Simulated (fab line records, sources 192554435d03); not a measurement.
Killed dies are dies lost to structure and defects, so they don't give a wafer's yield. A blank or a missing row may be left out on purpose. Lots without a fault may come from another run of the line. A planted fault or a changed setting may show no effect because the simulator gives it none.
fab line records | flow n5_finfet
record lots=5 wafers=15 last_day=15
route steps=1938 shown BEOL_M5@1120 PASSIVATION@1936
lots that met no fault: from a run of the same line without faults
start_h: hours from the record's first day to the start of the lot's first wafer shown | wait_h: hours since the lot's step before | " the same as in the row above | L1.1+2: a row that stands for several wafers | - no value, or no start given | * or withheld: withheld | < > ~ a bound
route shown NAME@n: a module of which the file shows steps, and the number in the route of the first | usual: mean/standard deviation of fault-free wafers | same: alike in all rows | chamber/n: place in a boat | sites: the reading at each site | _std_site: their standard deviation | _edge_site: outer sites' mean less inner sites' | radius_mm: how far each site lies from the wafer's centre | mask NAME#n: copy n | behind: the tool/chamber that last shaped the wafer | hold: why the lot was held/for how many hours/how that ended | device: the transistor (n, p or np) that didn't switch | end of line: the same wafers' tests at the end of the route | a step without rows: its recipe alone | killed: dies lost to structure and defects at the first sort, not the wafer's yield | map: a wafer's dies, x killed, . not, _ none there
set.NAME: the setting as run; set.NAME@STEP: as run at that earlier step | model.NAME: the simulator's own value behind a step, which no gauge read
lots at some steps of the route; a table a step, a row a wafer
services: from which hour (start_h, from the record's first day; less than 0 if before it) a tool's chamber was out of use, for how many hours, and why
## steps
# step N5_BEOL_M5_COAT_05
# recipe resist=CAR-EUV spin_rpm=1500 resist_thk_nm=30
# step N5_BEOL_M5_EBR_07
# recipe solvent=PGMEA ebr_width_mm=1.5
# step N5_BEOL_M5_SOFTBAKE_06
# recipe temp_c=110 time_s=60 resist=CAR-EUV
# step N5_BEOL_M5_EXPOSE_08
# recipe mask_id=M5 na=0.33 source_shape=annular sigma_inner=0.4 sigma_outer=0.8 polarization=unpolarized target_cd_nm=28 dose_mj=35.75
# step N5_BEOL_M5_PEB_09
# recipe peb_temp_c=100 peb_time_s=60 resist=CAR-EUV
# step N5_BEOL_M5_DEVELOP_10
# recipe develop_time_s=30 developer=TMAH resist=CAR-EUV rinse_liquid=surfactant_rinse dry=air_spin dev_temp_c=23
# step N5_BEOL_M5_DESCUM_16
# recipe chemistry=O2 time_s=7 source_power_w=50 bias_power_w=20 pressure_mtorr=20 rf_frequency_hz=2.712e+07 temp_c=40 resist=CAR-EUV o2_flow_sccm=225
# step N5_BEOL_M5_ETCH_72
# recipe chemistry=N2/H2 target=underlayer target_depth_a=65 mask_material=CAR-EUV time_s=5.2 ion_energy_ev=200 pressure_mtorr=30 source_w=840 bias_w=150 n2_flow_sccm=200 h2_flow_sccm=200 ends=cleared
# step N5_BEOL_M5_ETCH_61
# recipe chemistry=CF4 target=SiARC target_depth_a=156 mask_material=CAR-EUV time_s=26 ion_energy_ev=80 pressure_mtorr=40 source_w=545 bias_w=36 Ar_flow_sccm=100 cf4_flow_sccm=100 ends=cleared
# step N5_BEOL_M5_ETCH_62
# recipe chemistry=N2/H2 target=SOC target_depth_a=750 overetch_a=150 mask_material=SiARC temp_c=40 time_s=112.5 ion_energy_ev=200 pressure_mtorr=30 source_w=840 bias_w=150 n2_flow_sccm=200 h2_flow_sccm=200
# usual drypump_motor_current_A=5.8/0.35 h2_flow_sccm=200.0/0.59 n2_flow_sccm=200.0/0.62 oes_product_au=0.63/0.064 rf_fwd_power_W=836.3/2.9 rf_vpp_V=524.3/2 showerhead_plenum_p_Torr=2.55/0.064 temp_c=39.99/0.1 throttle_valve_pct=17.8/0.32
# columns lot.wafer tool chamber start_h wait_h drypump_motor_current_A h2_flow_sccm n2_flow_sccm oes_product_au rf_fwd_power_W rf_hours_counter_h rf_vpp_V showerhead_plenum_p_Torr temp_c throttle_valve_pct model.SiARC_of_BEOL_M5_COAT_60.thk_nm model.BEOL_M5.cd_nm
L274.2 rie_diel-03 1 217.42 0.0 6.1 199.7 199.9 0.58 837.2 178 525.4 2.64 39.90 18.3 6.8 27.8
L274.4 " 3 " " 6.3 200.3 200.2 0.59 837.7 166 528.1 2.63 40.03 17.7 7 27.8
L274.6 " 2 " " 6.3 200.3 198.4 0.72 838.8 - 521.7 2.48 39.83 17.6 6.8 27.8
L276.2 rie_diel-03 0 241.27 0.0 5.7 199.6 200.5 0.68 1042.1 66 486.3 2.47 39.89 17.3 6 28.6
L276.4 " 2 " " 6.3 199.2 199.8 0.70 1036.7 35 486.3 2.47 40.01 17.6 6 28.6
L276.5 " 2 " " 6.3 199.8 199.7 0.70 1035.3 - 485.8 2.48 39.93 17.6 6.2 28.4
L275.1 rie_diel-03 0 244.35 0.0 5.7 200.8 199.9 0.68 1034.4 66 485.1 2.47 40.02 17.3 6.2 28.4
L275.3 " 3 " " 6.3 199.8 200.9 0.59 1039.3 175 491.5 2.63 39.90 17.7 6.2 28.6
L275.4 " 1 " " 6.1 199.4 199.2 0.58 1037.0 186 491.2 2.64 39.89 18.3 6.2 28.2
L279.1 rie_diel-03 3 249.45 0.0 6.3 199.4 199.6 0.58 1039.3 176 489.9 2.63 40.12 17.7 6.4 28.2
L279.4 " 1 " " 6.1 199.5 199.8 0.58 1037.7 188 489.3 2.64 40.04 18.3 6.2 28.2
L279.5 " 2 " " 6.3 199.6 199.7 0.70 1036.8 - 486.6 2.47 40.06 17.6 6 28.4
L282.3 rie_diel-06 1 266.04 0.0 5.9 199.7 199.4 0.55 835.4 243 522.4 2.50 39.92 18.4 6.8 27.8
L282.4 " 3 " " 5.8 199.9 200.3 0.68 829.1 - 525.5 2.59 40.00 17.4 6.8 28
L282.5 " 2 " " 5.2 199.6 200.7 0.63 834.0 - 523.7 2.56 39.94 18.1 6.8 27.8
# step N5_BEOL_M5_STRIP_63
# recipe chemistry=N2/H2 temp_c=40 n2_flow_sccm=200 h2_flow_sccm=200 rf_frequency_hz=6e+07
# step N5_BEOL_M5_STRIP_73
# recipe chemistry=N2/H2 temp_c=40 n2_flow_sccm=200 h2_flow_sccm=200 rf_frequency_hz=6e+07
# step N5_BEOL_M5_STRIP_64
# recipe chemistry=CF4 resist=SiARC power_w=300 bias_power_w=75 pressure_mtorr=50 cf4_flow_sccm=150 rf_frequency_hz=6e+07
# step N5_BEOL_M5_HM_OPEN_17
# recipe chemistry=Cl2/BCl3 target_depth_a=200 overetch_a=60 target=TiN mask_material=SOC ion_energy_ev=150 pressure_mtorr=10 icp_w=1000 bias_w=126 Cl2_flow_sccm=53.25 bcl3_flow_sccm=21.75 Ar_flow_sccm=25
# step N5_BEOL_M5_STRIP_19
# recipe chemistry=O2 power_w=400 temp_c=40 pressure_mtorr=30 rf_frequency_hz=6e+07 bias_power_w=0 overash_fraction=0.2 o2_flow_sccm=225
# step N5_BEOL_M5_COAT_65
# recipe resist=SOC temp_c=250 time_s=60 spin_rpm=1500 resist_thk_nm=60
# step N5_BEOL_M5_COAT_66
# recipe resist=SiARC temp_c=220 time_s=60 spin_rpm=1500 resist_thk_nm=12
# step N5_BEOL_M5_COAT_74
# recipe resist=underlayer temp_c=205 time_s=60 spin_rpm=1500 resist_thk_nm=5
# step N5_BEOL_M5_COAT_22
# recipe resist=CAR-EUV spin_rpm=1500 resist_thk_nm=30
# step N5_BEOL_M5_EBR_24
# recipe solvent=PGMEA ebr_width_mm=1.5
# step N5_BEOL_M5_SOFTBAKE_23
# recipe temp_c=110 time_s=60 resist=CAR-EUV
# step N5_BEOL_M5_EXPOSE_25
# recipe mask_id=V4 na=0.33 source_shape=quasar sigma_inner=0.2 sigma_outer=0.6 polarization=unpolarized defocus_nm=10 dose_mj=52.75
# step N5_BEOL_M5_PEB_26
# recipe peb_temp_c=100 peb_time_s=60 resist=CAR-EUV
# step N5_BEOL_M5_DEVELOP_27
# recipe develop_time_s=30 developer=TMAH resist=CAR-EUV rinse_liquid=surfactant_rinse dry=air_spin dev_temp_c=23
# step N5_BEOL_M5_DESCUM_33
# recipe chemistry=O2 time_s=7 source_power_w=50 bias_power_w=20 pressure_mtorr=20 rf_frequency_hz=2.712e+07 temp_c=40 resist=CAR-EUV o2_flow_sccm=225
# step N5_BEOL_M5_ETCH_75
# recipe chemistry=N2/H2 target=underlayer target_depth_a=65 mask_material=CAR-EUV time_s=5.2 ion_energy_ev=200 pressure_mtorr=30 source_w=840 bias_w=150 n2_flow_sccm=200 h2_flow_sccm=200 ends=cleared
# step N5_BEOL_M5_ETCH_67
# recipe chemistry=CF4 target=SiARC target_depth_a=156 mask_material=CAR-EUV time_s=26 ion_energy_ev=80 pressure_mtorr=40 source_w=545 bias_w=36 Ar_flow_sccm=100 cf4_flow_sccm=100 ends=cleared
# step N5_BEOL_M5_ETCH_68
# recipe chemistry=N2/H2 target=SOC target_depth_a=800 overetch_a=160 mask_material=SiARC temp_c=40 time_s=120 ion_energy_ev=200 pressure_mtorr=30 source_w=840 bias_w=150 n2_flow_sccm=200 h2_flow_sccm=200
# step N5_BEOL_M5_STRIP_69
# recipe chemistry=N2/H2 temp_c=40 n2_flow_sccm=200 h2_flow_sccm=200 rf_frequency_hz=6e+07
# step N5_BEOL_M5_STRIP_76
# recipe chemistry=N2/H2 temp_c=40 n2_flow_sccm=200 h2_flow_sccm=200 rf_frequency_hz=6e+07
# step N5_BEOL_M5_VIA_ETCH_34
# recipe chemistry=C4F6/O2 target=SiCOH_lowk target_depth_a=883 mask_material=SOC taper_deg=4 time_s=39.2 ion_energy_ev=250 pressure_mtorr=30 source_w=345 bias_w=185 Ar_flow_sccm=300 C4F6_flow_sccm=10 O2_flow_sccm=10
# step N5_BEOL_M5_STRIP_85
# recipe chemistry=C4F6/O2 resist=SiARC rf_frequency_hz=6e+07
# step N5_BEOL_M5_STRIP_36
# recipe chemistry=N2/H2 power_w=450 temp_c=40 pressure_mtorr=20 rf_frequency_hz=6e+07 overash_fraction=0.3 bias_power_w=7 h2_frac=0.5 n2_flow_sccm=200 h2_flow_sccm=200
# step N5_BEOL_M5_TRENCH_ETCH_37
# recipe chemistry=C4F6/O2 target_depth_a=716.52 target=SiCOH_lowk time_s=24.7 ion_energy_ev=250 pressure_mtorr=30 source_w=345 bias_w=185 Ar_flow_sccm=300 C4F6_flow_sccm=10 O2_flow_sccm=10
# step N5_BEOL_M5_ETCH_41
# recipe chemistry=CH3F/O2 target=SiCN target_depth_a=315 taper_deg=2 time_s=56.7 ion_energy_ev=120 mask_material=TiN pressure_mtorr=30 source_w=395 bias_w=75 Ar_flow_sccm=150 CH3F_flow_sccm=30 O2_flow_sccm=20
# usual drypump_motor_current_A=5.9/0.36 oes_product_au=0.79/0.079 rf_fwd_power_W=391.2/1.4 rf_vpp_V=297.3/1.4 showerhead_plenum_p_Torr=2.00/0.057 throttle_valve_pct=16.31/0.28
# columns lot.wafer tool chamber start_h wait_h drypump_motor_current_A oes_product_au rf_fwd_power_W rf_hours_counter_h rf_vpp_V showerhead_plenum_p_Torr throttle_valve_pct model.BEOL_M5.cd_nm
L274.2 rie_diel-04 1 - - 5.6 0.67 391.0 233 297.7 2.06 16.44 27.8
L274.4 " 3 " " 5.5 0.78 391.8 125 298.4 2.01 16.28 27.6
L274.6 " 2 " " 5.6 0.80 392.7 - 297.6 1.93 16.31 28
L276.2 rie_diel-04 2 - - 5.6 0.79 389.4 122 295.4 1.93 16.30 28.8
L276.4 " 1 " " 5.6 0.67 391.4 239 298.6 2.06 16.47 28.8
L276.5 " 3 " " 5.4 0.77 392.7 - 295.8 2.01 16.30 28.4
L275.1 rie_diel-03 2 - - 6.3 0.88 392.9 37 296.8 1.95 16.02 28.6
L275.3 " 1 " " 6.1 0.73 394.1 187 299.8 2.08 16.76 28.6
L275.4 " 3 " " 6.3 0.74 392.3 175 298.6 2.08 16.32 28.2
L279.1 rie_diel-04 2 - - 5.7 0.79 391.4 125 294.9 1.93 16.31 28.2
L279.4 " 3 " " 5.4 0.78 391.7 134 297.2 2.01 16.30 28
L279.5 " 2 " " 5.6 0.80 390.1 - 297.5 1.92 16.31 28.4
L282.3 rie_diel-06 3 - - 5.8 0.86 392.6 35 297.7 2.03 15.88 27.8
L282.4 " 1 " " 5.9 0.69 389.6 - 297.4 1.97 16.87 28.2
L282.5 " 3 " " 5.8 0.87 393.8 - 297.0 2.03 15.88 28
# step N5_PASSIVATION_PROBE_49
# usual defect_limited_yield=91.2/1.6 killed_at_M0_to_M3=33/11 killed_at_M4_up=15/6.2 killed_at_contacts=15/7.1 killed_at_front_end=38/12 killed_at_other=4/3.5 killed_dies=104/19 killed_open=69/14 killed_short=34/8.5 sort_bin_5_function=5.2/0.99 sort_bin_6_memory=3.3/0.77 sort_n_pass=1076/19 sort_yield_pct=91.2/1.6
# same gross_dies=1180 killed_at_back_side=0 sort_bin_4_leakage[%]=0 sort_bin_8_speed[%]=0
# columns lot.wafer tool chamber start_h wait_h defect_limited_yield[%] killed_at_M0_to_M3 killed_at_M4_up killed_at_contacts killed_at_front_end killed_at_other killed_dies killed_open killed_short sort_bin_5_function[%] sort_bin_6_memory[%] sort_n_pass sort_yield_pct[%]
L275.1 prober-01 - 343.86 0.0 91.5 34 19 22 19 6 100 63 33 4.7 3.4 1080 91.5
# killed by level:class
L275.1 MOL_CONTACT_COAG:geometric_particle:open=16 BEOL_M0_SAQP:geometric_particle:open=9 BEOL_M2:geometric_particle:open=7 MOL_CONTACT_COAG:geometric_particle:short=6 BEOL_M0_SAQP:geometric_particle:short=5 BEOL_M4:geometric_particle:open=5 FIN_SAQP:geometric_particle:short=3 FIN_SAQP:geometric_particle:open=3
## services
# columns tool chamber start_h hours kind
rie_diel-04 3 206.29 13.1 repair
rie_diel-06 0 255.87 - clean
rie_diel-06 0 255.87 - consumable_replace:focus_ring
rie_diel-06 0 255.87 11.8 scheduled_down
rie_diel-06 0 255.87 11.8 vent_cycle
## key
first_sign step=N5_BEOL_M5_ETCH_62 reading=rf_fwd_power_W direction=up sigmas=68 usual=* struck=*
effect step=N5_BEOL_M5_ETCH_62 reading=rf_vpp_V direction=down sigmas=18 usual=524.3 struck=488.0
model_effect step=N5_BEOL_M5_ETCH_62 value=SiARC_of_BEOL_M5_COAT_60.thk_nm without=6.844 struck=6.156
model_effect step=N5_BEOL_M5_ETCH_41 value=BEOL_M5.cd_nm without=27.93 struck=28.44
met_at N5_BEOL_M5_ETCH_62
struck_wafers L275.1,L275.3,L275.4,L276.2,L276.4,L276.5,L279.1,L279.4,L279.5
onset_between 217.42 241.27
fault kind=process_parameter_drift tool=rie_diel-03 chamber=- onset_h=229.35 steps=N5_BEOL_M5_ETCH_62 channel=source_w offset=201.6 shape=step end_h=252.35 acts_in=these_recipes_only stated=840
